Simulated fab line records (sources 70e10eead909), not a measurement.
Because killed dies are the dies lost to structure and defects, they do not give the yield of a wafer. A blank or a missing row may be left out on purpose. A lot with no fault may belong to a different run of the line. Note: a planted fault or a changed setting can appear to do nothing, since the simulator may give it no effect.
Comparing a struck lot with a sound one + flow nandHarc + 18 out of 1302 route steps
Sound: the wafers L861.2, L861.4, L861.6. Wafers struck: L868.2, L868.4, L868.5. The cause is given at the end.
Order at every step that has rows: each side's tool, ch and its chambers, its first start. Under that, the readings that differ: sound wafers + struck wafers + difference of the means + sigmas: that difference in standard deviations of wafers without a fault.
alike: a reading whose means differ by less than 2 such deviations, as well as words and numbers matching on both sides. not compared: withheld readings; readings where some wafer has no value; bounds like >300 that might hide an equal value; numbers whose values overlap and for which the record gives no deviation.
A row with sigmas, a row that says differs or no value, or rows on one side alone: a step with any of these is where the two part. Numbers that have no deviation but don't overlap get no sigmas and don't part them. A reading missing from all wafers of one side parts the sides only when that side holds two or more wafers.

NHARC_P_GATE_ETCHBACK_37: etches the open film in CHF3/O2, target depth 34.5 nm, time 17.2 s.
  sound: rieDiel-03 ch 1,3; struck: rieDiel-03 ch 0,2,3
  alike: chf3FlowSccm, drypumpMotorCurrentA, oesProductAu, rfVppV, showerheadPlenumPTorr, throttleValvePct
  not compared: rfHoursCounterH
NHARC_P_GATE_STRIP_101: strips in O2, time 20 s.
  sound on rieDiel-03 ch 3, day 6 21:25; struck on rieDiel-03 ch 0,1,2, day 9 12:50
  alike: drypumpMotorCurrentA, oesProductAu, rfVppV, showerheadPlenumPTorr, throttleValvePct
  not compared: rfHoursCounterH
then, 10 steps without rows for these wafers: NHARC_P_GATE_PRECLEAN_97 (cleans in SPM, time 600 s); NHARC_P_GATE_SRD_98; NHARC_P_GATE_PRECLEAN_99 (cleans in SC1); NHARC_P_GATE_SRD_100; NHARC_P_GATE_DEHYDRATE_38 (time 120 s); NHARC_P_GATE_HMDS_39 (time 30 s); NHARC_P_GATE_COAT_40; NHARC_P_GATE_SOFTBAKE_41 (time 95 s); NHARC_P_GATE_EBR_42; NHARC_P_GATE_EXPOSE_43 (exposes mask P NSD, target cd 720 nm).
NHARC_P_GATE_PEB_44: peb time 85 s.
  sound on lithoTrack-03 ch 0, day 6 22:13; struck on lithoTrack-07 ch 0, day 9 13:32
| reading               | sound                | struck               | difference | sigmas |
|-----------------------|----------------------|----------------------|------------|--------|
| heaterPowerTotalW (W) | 163.75 163.70 164.29 | 156.89 157.16 156.94 | -6.92      | -25    |
| plateTempC (C)        | 118.00 117.91 117.94 | 114.12 114.27 114.18 | -3.76      | -29    |
then, 1 step without rows for these wafers: NHARC_P_GATE_DEVELOP_45 (time 70 s).
NHARC_P_GATE_CD_MEAS_46: target cd 720 nm.
  sound on cdSem-02 ch 0, day 6 22:19; struck on cdSem-02 ch 0, day 9 13:37
| reading   | sound             | struck            | difference | sigmas |
|-----------|-------------------|-------------------|------------|--------|
| cdNm (nm) | 719.8 718.8 719.5 | 714.6 714.7 712.6 | -5.4       | -4     |
then, 1 step without rows for these wafers: NHARC_P_GATE_HARDBAKE_47 (time 80 s).
NHARC_P_GATE_DESCUM_48: chemistry O2, time 3 s.
  sound on rieDiel-11 ch 0,2, day 6 22:29; struck on rieDiel-03 ch 1,2, day 9 13:47
| reading                | sound             | struck            | difference | sigmas |
|------------------------|-------------------|-------------------|------------|--------|
| oesProductAu (a.u.)    | 1.002 1.013 1.010 | 0.989 0.991 0.992 | -0.018     | -2     |
| model.P_GATE.cdNm (nm) | 720.1 718.7 719.4 | 714.7 714.1 712.6 | -5.6       |        |
  alike: drypumpMotorCurrentA, rfVppV, showerheadPlenumPTorr, throttleValvePct
  not compared: rfHoursCounterH
following that, these wafers have no rows for 1 step: NHARC_P_GATE_IMPLANT_49.

## WHERE THEY PART
Last at NHARC_P_GATE_DESCUM_48 as far as this record goes, first at NHARC_P_GATE_PEB_44.

WHY: whatever the simulator had introduced
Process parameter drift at NHARC_P_GATE_PEB_44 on lithoTrack-07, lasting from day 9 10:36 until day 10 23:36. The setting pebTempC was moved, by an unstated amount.
